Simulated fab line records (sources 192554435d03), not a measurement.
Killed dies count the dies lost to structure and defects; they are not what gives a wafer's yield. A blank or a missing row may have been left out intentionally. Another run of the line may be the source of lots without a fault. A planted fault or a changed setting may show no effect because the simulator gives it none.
Which of the tools did it? | flow n5_finfet | 12 lots with 36 wafers sampled at 2 steps, on a route of 1938 steps

## WHAT THE GAUGES SHOWED, per wafer
N5_BEOL_M9_OVL_MEAS_12.
lot  | measured     | on         | M9_OVL (nm)
L075 | day 9 17:41  | overlay-01 | 0.1 -0.3 0.0
L076 | day 10 09:07 | overlay-01 | -0.7 0.5 0.3
L081 | day 11 08:32 | overlay-02 | 0.3 0.9 1.1
L079 | day 11 11:09 | overlay-02 | 0.0 -0.3 -1.1
L083 | day 11 19:05 | overlay-01 | 0.4 1.1 0.3
L086 | day 12 21:00 | overlay-01 | -0.3 0.0 0.6
L089 | day 13 06:58 | overlay-01 | -0.1 0.6 -0.1
L088 | day 13 08:53 | overlay-02 | 0.3 -0.8 1.2
L093 | day 14 01:50 | overlay-01 | 1.0 1.7 1.4
L092 | day 14 09:44 | overlay-02 | 1.2 0.4 0.6
L095 | day 15 11:52 | overlay-02 | 0.4 0.3 -0.5
L096 | day 15 12:36 | overlay-01 | 0.6 0.1 1.4

## TOOL THAT RAN EACH LOT (tool first, then ch and the chambers of the sampled wafers, then the start)
lot  | N5_BEOL_M8_SPUTTER_48
L075 | pvd_sputter-03, day 9 14:23
L076 | pvd_sputter-02, day 10 06:05
L081 | pvd_sputter-01, day 11 05:39
L079 | pvd_sputter-03, day 11 07:55
L083 | pvd_sputter-01, day 11 15:29
L086 | pvd_sputter-03, day 12 17:29
L089 | pvd_sputter-02, day 13 04:13
L088 | pvd_sputter-02, day 13 06:10
L093 | pvd_sputter-02, day 13 23:01
L092 | pvd_sputter-01, day 14 06:37
L095 | pvd_sputter-01, day 15 06:51
L096 | pvd_sputter-01, day 15 08:53
- N5_BEOL_M8_SPUTTER_48: material Cu, target thk 10 nm, time 1.667 s.

## THE ANSWER, worked out from the rows above alone
Rule: what is usual is taken from the lots themselves. Put in order of their means at a reading, lots are off if they are a third of the lots or fewer, leave a main group of 4 or more, and stand apart from it by a gap of 3 or more times the standard deviation of the main group's means; of several such gaps the widest counts. The tables above print the reading to a certain number of digits; a main group whose means all agree to those digits is not used. A lot without any number at a reading at which 4 lots or more have one is off too. Where the step has rows for the other lots, those lots are counted as sound.
None of the lots is off at any reading shown; this tells nothing.

## WHAT WAS PUT IN BY THE SIMULATOR
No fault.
